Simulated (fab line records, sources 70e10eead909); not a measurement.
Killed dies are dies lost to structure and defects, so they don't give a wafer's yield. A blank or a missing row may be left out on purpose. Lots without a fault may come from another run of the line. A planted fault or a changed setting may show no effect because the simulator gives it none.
Which tool did it? | flow nand_harc | 11 lots, 33 wafers sampled, at 3 steps of a route of 1159

WHAT THE GAUGES READ, wafer by wafer
NHARC_A_CHANNEL_HOLE_D1_CD_MEAS_10: target cd 100 nm.
lot  | measured     | on        | cd_nm (nm)
L230 | day 8 08:54  | cd_sem-01 | 100.5 99.9 99.4
L231 | day 8 15:04  | cd_sem-01 | 99.9 99.4 100.0
L232 | day 8 14:54  | cd_sem-02 | 99.8 99.8 99.5
L235 | day 9 11:39  | cd_sem-02 | 99.1 98.8 99.2
L240 | day 10 22:28 | cd_sem-03 | 126.7 126.1 124.9
L241 | day 11 10:01 | cd_sem-03 | 120.4 120.0 120.4
L246 | day 12 07:07 | cd_sem-01 | 100.0 100.5 99.7
L247 | day 12 16:11 | cd_sem-02 | 98.9 100.1 99.5
L250 | day 12 22:06 | cd_sem-01 | 99.5 100.5 100.7
L251 | day 13 11:05 | cd_sem-02 | 99.1 100.1 99.5
L252 | day 13 17:21 | cd_sem-01 | 99.6 99.4 100.5

WHICH TOOL RAN EACH LOT (tool, then ch and the chambers of the sampled wafers, then the start)
lot  | NHARC_P_BONDPAD_PVD_17                  | NHARC_A_CHANNEL_HOLE_D1_PEB_08
L230 | pvd_sputter-03, day 6 13:53 or earlier  | litho_track-04 ch 0, day 8 08:49
L231 | pvd_sputter-03, day 6 22:58 or earlier  | litho_track-04 ch 0, day 8 14:59
L232 | pvd_sputter-02, day 6 23:28 or earlier  | litho_track-06 ch 0, day 8 14:49
L235 | pvd_sputter-02, day 7 21:31 or earlier  | litho_track-06 ch 0, day 9 11:34
L240 | pvd_sputter-02, day 9 04:13 or earlier  | litho_track-06 ch 0, day 10 22:23
L241 | pvd_sputter-03, day 9 16:39 or earlier  | litho_track-06 ch 0, day 11 09:56
L246 | pvd_sputter-03, day 10 17:23 or earlier | litho_track-04 ch 0, day 12 07:02
L247 | pvd_sputter-03, day 11 02:10 or earlier | litho_track-04 ch 0, day 12 16:05
L250 | pvd_sputter-03, day 11 07:21 or earlier | litho_track-04 ch 0, day 12 22:01
L251 | pvd_sputter-01, day 11 18:29 or earlier | litho_track-04 ch 0, day 13 11:00
L252 | pvd_sputter-03, day 12 00:19 or earlier | litho_track-04 ch 0, day 13 17:16
- NHARC_P_BONDPAD_PVD_17: deposits TaN, target thk 5 nm, time 8.06 s.
- NHARC_A_CHANNEL_HOLE_D1_PEB_08: peb time 65 s.

THE ANSWER, worked out from the rows above alone
Rule: what is usual is taken from the lots themselves. Put in order of their means at a reading, lots are off if they are a third of the lots or fewer, leave a main group of 4 or more, and stand apart from it by a gap of 3 or more times the standard deviation of the main group's means; of several such gaps the widest counts. A main group whose means are all the same, to the digits that the tables above print for the reading, isn't used. A lot without any number at a reading at which 4 lots or more have one is off too. The other lots that the step has rows for count as sound.
Off: L240, L241, at NHARC_A_CHANNEL_HOLE_D1_CD_MEAS_10 (cd_nm). The main group: mean 99.7 nm, standard deviation 0.33.
A tool fits if, at a process step before that reading, it ran every lot that is off, and no sound lot after the first of them. The gauges at NHARC_A_CHANNEL_HOLE_D1_CD_MEAS_10 are tried like those tools. NHARC_P_BONDPAD_PVD_17 gives no start for some lots, so the hours and the order of its lots are those of NHARC_A_ZERO_WELL_CD_MEAS_10. Can't be told from this: 2 tools fit, litho_track-06 at NHARC_A_CHANNEL_HOLE_D1_PEB_08, cd_sem-03 at NHARC_A_CHANNEL_HOLE_D1_CD_MEAS_10.

WHAT THE SIMULATOR HAD PUT IN
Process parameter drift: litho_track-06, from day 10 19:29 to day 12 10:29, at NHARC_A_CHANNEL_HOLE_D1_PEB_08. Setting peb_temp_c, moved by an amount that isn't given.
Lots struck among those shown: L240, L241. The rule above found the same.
